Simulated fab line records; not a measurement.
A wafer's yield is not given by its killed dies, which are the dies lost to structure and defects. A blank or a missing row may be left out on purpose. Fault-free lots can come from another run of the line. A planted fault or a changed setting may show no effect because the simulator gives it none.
fab line records    flow n5_finfet    part 2 of 2: steps 26 to 31 of 31
record lots=5  wafers=15  last_day=17
route steps=1938 shown BEOL_M10@1528 BEOL_M11@1536
lots that met no fault: taken from a fault-free run of the same line
start_h: hours from the record's opening day to when the first of the lot's shown wafers began    wait_h: how many hours have passed since the lot's step before this one    " repeats the value in the row above    L1.1+2: one row covering several wafers at once    - value missing, or start not given    * or withheld: withheld    < > ~ a bound
route shown NAME@n: names a module that has steps shown in the file, with the first one's number in the route    usual: the fault-free wafers' mean and standard deviation    same: alike in all rows    chamber/n: place in a boat    sites: readings site by site    _std_site: standard deviation across them    _edge_site: outer sites' mean less inner sites'    radius_mm: for every site, how far away it sits from the centre of the wafer    mask NAME#n: copy n    behind: the last tool/chamber to shape the wafer    hold: what put the lot on hold/how long, in hours/how the hold closed    device: the transistor (n, p or np) that didn't switch    end of line: the same wafers' tests at the end of the route    a step given without rows: its recipe and nothing more    killed: dies lost to structure and defects at the first sort, not the wafer's yield    map: per-die view of a wafer (x killed, . not killed, _ where there is no die)
set.NAME: the setting that was run; set.NAME@STEP: the one run at that earlier step    model.NAME: the simulator's own value behind a step, which no gauge read
lots at some steps of the route; a table a step, a row a wafer
services: the hour from which a tool's chamber was out of use, counted from the record's first day as start_h (under 0 if before that day), plus the number of hours and why
## steps
# step N5_BEOL_M11_ETCH_61
# recipe chemistry=CF4  target=SiARC  target_depth_a=390  mask_material=CAR-ArF  time_s=65  ion_energy_ev=80  pressure_mtorr=40  source_w=545  bias_w=36  Ar_flow_sccm=100  cf4_flow_sccm=100  ends=cleared
# usual drypump_motor_current_A=5.7/0.49  etch_rf_on_time_s=64.7/1  oes_product_au=0.70/0.055  rf_vpp_V=184.2/1.2  showerhead_plenum_p_Torr=2.16/0.061  throttle_valve_pct=15.51/0.19
lot.wafer  tool         chamber  start_h  wait_h  drypump_motor_current_A  etch_rf_on_time_s  oes_product_au  rf_hours_counter_h  rf_vpp_V  showerhead_plenum_p_Torr  throttle_valve_pct
L081.1     rie_diel-03  2        275.56   0.0     6.4                      64.8               0.71            66                  186.1     2.26                      15.46
L081.2     "            1        "        "       6.6                      64.7               0.61            232                 185.5     2.19                      15.76
L081.4     "            3        "        "       5.8                      63.4               0.74            56                  182.6     2.17                      15.47
L085.1     rie_diel-03  0        293.52   0.0     5.6                      66.7               0.74            50                  182.8     2.09                      15.09
L085.2     "            3        "        "       5.7                      63.0               0.74            61                  184.1     2.17                      15.49
L085.4     "            2        "        "       6.4                      65.3               0.71            72                  186.2     2.25                      15.47
L089.2     rie_diel-02  0        317.78   0.0     6.1                      64.8               0.63            188                 184.8     2.21                      15.33
L089.3     "            3        "        "       4.9                      65.0               0.79            9                   185.6     2.19                      15.42
L089.5     "            1        "        "       5.8                      64.7               0.78            -                   183.1     2.10                      15.62
L092.1     rie_diel-03  3        343.87   0.0     5.7                      62.8               0.72            77                  183.9     2.16                      15.52
L092.3     "            0        "        "       5.7                      67.0               0.73            64                  182.3     2.08                      15.11
L092.6     "            3        "        "       5.7                      62.9               0.72            -                   184.8     2.16                      15.52
L095.1     rie_diel-01  3        357.65   0.0     5.5                      65.7               0.69            91                  185.0     2.17                      15.61
L095.3     "            0        "        "       5.8                      64.3               0.68            98                  185.7     2.25                      15.75
L095.6     "            3        "        "       5.5                      65.6               0.69            -                   183.8     2.17                      15.60
# step N5_BEOL_M11_ETCH_62
# recipe chemistry=N2/H2  target=SOC  target_depth_a=1100  overetch_a=220  mask_material=SiARC  temp_c=40  time_s=165  ion_energy_ev=200  pressure_mtorr=30  source_w=840  bias_w=150  n2_flow_sccm=200  h2_flow_sccm=200
# usual drypump_motor_current_A=5.7/0.49  oes_product_au=0.69/0.054  rf_vpp_V=524.6/2.3  showerhead_plenum_p_Torr=2.57/0.077  throttle_valve_pct=17.70/0.17
lot.wafer  tool         chamber  start_h  wait_h  drypump_motor_current_A  oes_product_au  rf_hours_counter_h  rf_vpp_V  showerhead_plenum_p_Torr  throttle_valve_pct
L081.1     rie_diel-03  2        275.61   0.0     6.4                      0.71            66                  526.0     2.70                      17.72
L081.2     "            1        "        "       6.6                      0.60            233                 525.3     2.61                      17.91
L081.4     "            3        "        "       5.7                      0.72            56                  524.2     2.58                      17.73
L085.1     rie_diel-03  0        293.57   0.0     5.7                      0.75            50                  521.2     2.48                      17.31
L085.2     "            3        "        "       5.7                      0.72            62                  525.9     2.58                      17.73
L085.4     "            2        "        "       6.4                      0.70            72                  527.4     2.70                      17.75
L089.2     rie_diel-02  0        317.83   0.0     6.1                      0.61            188                 526.7     2.64                      17.66
L089.3     "            3        "        "       4.9                      0.78            9                   527.9     2.59                      17.54
L089.5     "            1        "        "       5.8                      0.76            -                   523.8     2.49                      17.81
L092.1     rie_diel-03  3        343.92   0.0     5.8                      0.71            77                  524.5     2.57                      17.75
L092.3     "            0        "        "       5.6                      0.73            65                  522.5     2.48                      17.34
L092.6     "            3        "        "       5.8                      0.70            -                   525.1     2.57                      17.73
L095.1     rie_diel-01  3        357.70   0.0     5.5                      0.69            91                  525.6     2.56                      17.74
L095.3     "            0        "        "       5.8                      0.66            98                  528.7     2.66                      17.89
L095.6     "            3        "        "       5.5                      0.69            -                   524.8     2.56                      17.73
# step N5_BEOL_M11_STRIP_68
# recipe chemistry=N2/H2  temp_c=40  n2_flow_sccm=200  h2_flow_sccm=200  rf_frequency_hz=6e+07
lot.wafer   tool         chamber  start_h  wait_h
L081.1+2+4  rie_diel-03  2,1,3    275.75   0.1
L085.1+2+4  rie_diel-03  0,3,2    293.70   0.1
L089.2+3+5  rie_diel-02  0,3,1    317.96   0.1
L092.1+3+6  rie_diel-03  3,0,3    344.05   0.1
L095.1+3+6  rie_diel-01  3,0,3    357.84   0.1
# step N5_BEOL_M11_STRIP_67
# recipe chemistry=CF4  resist=SiARC  power_w=300  bias_power_w=75  pressure_mtorr=50  cf4_flow_sccm=150  rf_frequency_hz=6e+07
# usual drypump_motor_current_A=5.7/0.49  oes_product_au=0.81/0.064  rf_vpp_V=271.5/1.4  showerhead_plenum_p_Torr=1.81/0.051  throttle_valve_pct=13.48/0.19
lot.wafer  tool         chamber  start_h  wait_h  drypump_motor_current_A  oes_product_au  rf_hours_counter_h  rf_vpp_V  showerhead_plenum_p_Torr  throttle_valve_pct
L081.1     rie_diel-03  2        275.76   0.0     6.4                      0.84            66                  273.8     1.89                      13.42
L081.2     "            1        "        "       6.6                      0.71            233                 273.5     1.84                      13.78
L081.4     "            3        "        "       5.7                      0.86            56                  274.3     1.82                      13.44
L085.1     rie_diel-03  0        293.71   0.0     5.6                      0.88            50                  268.9     1.75                      13.05
L085.2     "            3        "        "       5.7                      0.84            62                  272.0     1.81                      13.45
L085.4     "            2        "        "       6.4                      0.83            72                  272.6     1.89                      13.42
L089.2     rie_diel-02  0        317.97   0.0     6.1                      0.74            188                 273.7     1.85                      13.36
L089.3     "            3        "        "       4.9                      0.92            9                   272.6     1.83                      13.37
L089.5     "            1        "        "       5.8                      0.90            -                   269.6     1.75                      13.55
L092.1     rie_diel-03  3        344.06   0.0     5.7                      0.83            77                  271.6     1.81                      13.48
L092.3     "            0        "        "       5.6                      0.86            65                  271.3     1.74                      13.08
L092.6     "            3        "        "       5.7                      0.83            -                   271.5     1.81                      13.48
L095.1     rie_diel-01  3        357.85   0.0     5.5                      0.81            91                  272.8     1.82                      13.56
L095.3     "            0        "        "       5.8                      0.78            98                  274.3     1.88                      13.69
L095.6     "            3        "        "       5.5                      0.81            -                   271.8     1.82                      13.57
# step N5_BEOL_M11_HM_OPEN_17
# recipe chemistry=Cl2/BCl3  target_depth_a=200  overetch_a=60  target=TiN  mask_material=SOC  ion_energy_ev=150  pressure_mtorr=10  icp_w=1000  bias_w=126  Cl2_flow_sccm=53.25  bcl3_flow_sccm=21.75  Ar_flow_sccm=25
# usual drypump_motor_current_A=6.0/0.34  mfc_cl2_sccm=53.25/0.16  oes_product_au=0.60/0.068  throttle_valve_pct=22.40/0.19
lot.wafer  tool          chamber  start_h  wait_h  drypump_motor_current_A  mfc_cl2_sccm  oes_product_au  rf_hours_counter_h  throttle_valve_pct
L081.1     rie_metal-03  1        275.80   0.0     6.1                      53.34         0.73            11                  22.30
L081.2     "             0        "        "       6.1                      53.50         0.65            54                  22.51
L081.4     "             1        "        "       6.1                      53.02         0.74            -                   22.32
L085.1     rie_metal-02  1        293.76   0.0     6.3                      53.39         0.56            101                 22.71
L085.2     "             0        "        "       6.0                      53.24         0.56            98                  22.30
L085.4     "             1        "        "       6.3                      53.69         0.56            -                   22.70
L089.2     rie_metal-02  1        318.01   0.0     6.3                      53.29         0.55            103                 22.74
L089.3     "             1        "        "       6.3                      53.21         0.55            -                   22.74
L089.5     "             0        "        "       6.0                      53.35         0.54            -                   22.35
L092.1     rie_metal-02  0        344.10   0.0     6.0                      53.29         0.55            102                 22.33
L092.3     "             0        "        "       6.0                      53.35         0.55            -                   22.31
L092.6     "             1        "        "       6.3                      53.26         0.55            -                   22.72
L095.1     rie_metal-03  1        357.89   0.0     6.0                      53.15         0.72            18                  22.30
L095.3     "             0        "        "       6.1                      53.16         0.64            -                   22.51
L095.6     "             1        "        "       6.0                      53.27         0.71            -                   22.32
# step N5_BEOL_M11_STRIP_19
# recipe chemistry=O2  power_w=400  temp_c=40  pressure_mtorr=30  rf_frequency_hz=6e+07  bias_power_w=0  overash_fraction=0.2  o2_flow_sccm=225
# usual drypump_motor_current_A=5.7/0.56  oes_product_au=0.81/0.077  rf_vpp_V=3.6/0.64  showerhead_plenum_p_Torr=2.12/0.062  throttle_valve_pct=16.56/0.18
lot.wafer  tool         chamber  start_h  wait_h  drypump_motor_current_A  oes_product_au  rf_hours_counter_h  rf_vpp_V  showerhead_plenum_p_Torr  throttle_valve_pct
L081.1     rie_diel-03  0        275.91   0.1     5.7                      0.89            45                  2.6       2.05                      16.20
L081.2     "            1        "        "       6.5                      0.70            233                 4.3       2.15                      16.82
L081.4     "            2        "        "       6.4                      0.83            66                  3.9       2.21                      16.48
L085.1     rie_diel-03  2        293.87   0.1     6.4                      0.83            72                  3.8       2.21                      16.51
L085.2     "            0        "        "       5.7                      0.89            50                  4.5       2.05                      16.21
L085.4     "            1        "        "       6.6                      0.69            238                 4.9       2.15                      16.80
L089.2     rie_diel-01  2        318.12   0.1     4.9                      0.79            121                 4.0       2.02                      16.47
L089.3     "            1        "        "       5.6                      0.74            180                 4.4       2.09                      16.68
L089.5     "            3        "        "       5.5                      0.83            -                   4.2       2.13                      16.62
L092.1     rie_diel-02  0        344.31   0.2     6.1                      0.73            197                 4.3       2.16                      16.41
L092.3     "            3        "        "       4.9                      0.90            18                  3.7       2.13                      16.48
L092.6     "            0        "        "       6.1                      0.72            -                   5.2       2.16                      16.40
L095.1     rie_diel-01  0        358.00   0.1     5.8                      0.79            98                  3.2       2.21                      16.85
L095.3     "            2        "        "       4.8                      0.78            135                 2.7       2.02                      16.49
L095.6     "            3        "        "       5.5                      0.82            -                   3.9       2.12                      16.65
## services
tool             chamber  start_h  hours  kind
cmp-01           -        251.52   6.1    repair
rie_diel-02      3        256.42   2.8    repair
arfi_scanner-01  -        261.70   1.0    pm
arfi_scanner-01  -        262.70   4.9    pm
rie_metal-03     0        265.79   4.4    repair
ecd_cu-02        -        266.55   4.8    pm
rie_diel-02      2        267.02   6.3    repair
pecvd-02         2        273.24   6.8    repair
cmp-01           -        288.57   4.0    pm
pecvd-01         1        289.93   18.0   repair
pecvd-01         0        293.05   6.1    repair
arfi_scanner-01  -        297.71   0.2    repair
rie_diel-01      0        301.30   18.0   repair
rie_diel-01      2        304.72   3.9    repair
rie_diel-02      -        315.20   0.5    repair
pecvd-01         2        315.64   3.9    repair
cmp-01           -        317.58   0.9    repair
pecvd-01         -        318.23   0.4    repair
rie_diel-02      2        334.70   5.6    repair
uv_cure-03       -        344.14   0.3    repair
arfi_scanner-01  -        345.28   1.3    pm
rie_diel-03      -        349.76   2.8    pm
cmp-01           -        352.00   2.2    repair
rie_diel-03      2        355.42   7.3    repair
